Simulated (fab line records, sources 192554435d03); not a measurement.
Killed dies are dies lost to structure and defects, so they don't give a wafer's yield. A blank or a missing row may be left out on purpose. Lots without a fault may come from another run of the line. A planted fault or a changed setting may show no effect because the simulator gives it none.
Chamber matching | flow n5_finfet | N5_BEOL_M6_VIA_ETCH_34 on rie_diel-02: 4 sister chambers
The step etches SiCOH lowk in C4F6/O2, target depth 126.3 nm, time 50.9 s. 14 wafers are shown with their chamber, then 7 later ones without.

WAFERS WITH THEIR CHAMBER
wafer  | chamber | drypump_motor_current_A (A) | showerhead_plenum_p_Torr (Torr) | rf_vpp_V (V)
L079.1 | 0       | 5.5                         | 3.04                            | 650
L079.2 | 1       | 6.3                         | 2.76                            | 646
L079.4 | 2       | 5.8                         | 2.91                            | 683
L084.1 | 3       | 6.1                         | 2.79                            | 654
L084.2 | 1       | 6.3                         | 2.76                            | 645
L084.3 | 2       | 5.8                         | 2.91                            | 682
L087.1 | 3       | 6.1                         | 2.78                            | 653
L087.2 | 2       | 5.8                         | 2.90                            | 683
L087.5 | 2       | 5.8                         | 2.90                            | 682
L088.3 | 3       | 6.1                         | 2.78                            | 652
L088.4 | 0       | 5.5                         | 3.03                            | 648
L088.6 | 1       | 6.3                         | 2.75                            | 646
L089.1 | 0       | 5.5                         | 3.03                            | 648
L089.3 | 2       | 5.7                         | 2.90                            | 682

SIGNATURES (means of the wafers above)
reading                  | chamber 0 | chamber 1 | chamber 2 | chamber 3 | scatter within a chamber
drypump_motor_current_A  | 5.500     | 6.300     | 5.780     | 6.100     | 0.0283
showerhead_plenum_p_Torr | 3.0333    | 2.7567    | 2.9040    | 2.7833    | 0.00566
rf_vpp_V                 | 648.67    | 645.67    | 682.40    | 653.00    | 0.808
Rule: a wafer's distance from a chamber is the root of the sum, over the readings, of the square of ((its reading less the chamber's mean) divided by the reading's scatter). The wafer belongs to the nearest chamber; if the next one is less than 2 further off, it can't be placed. The scatter: the root of (the sum of the squares of (reading less its chamber's mean) over the shown wafers, divided by (wafers less chambers)).

WAFERS WITHOUT THEIR CHAMBER
wafer  | drypump_motor_current_A (A) | showerhead_plenum_p_Torr (Torr) | rf_vpp_V (V)
L089.4 | 6.1                         | 2.78                            | 652
L093.1 | 5.8                         | 2.90                            | 681
L093.3 | 6.1                         | 2.78                            | 653
L093.4 | 5.5                         | 3.03                            | 649
L097.2 | 5.5                         | 3.02                            | 650
L097.4 | 6.3                         | 2.74                            | 644
L097.5 | 5.8                         | 2.89                            | 682

WHICH CHAMBER EACH WENT THROUGH
wafer  | from the rows above | in truth
L089.4 | 3                   | 3
L093.1 | 2                   | 2
L093.3 | 3                   | 3
L093.4 | 0                   | 0
L097.2 | 0                   | 0
L097.4 | 1                   | 1
L097.5 | 2                   | 2
Placed correctly: 7 of 7. Can't be placed from these rows: 0. Placed wrongly: 0.
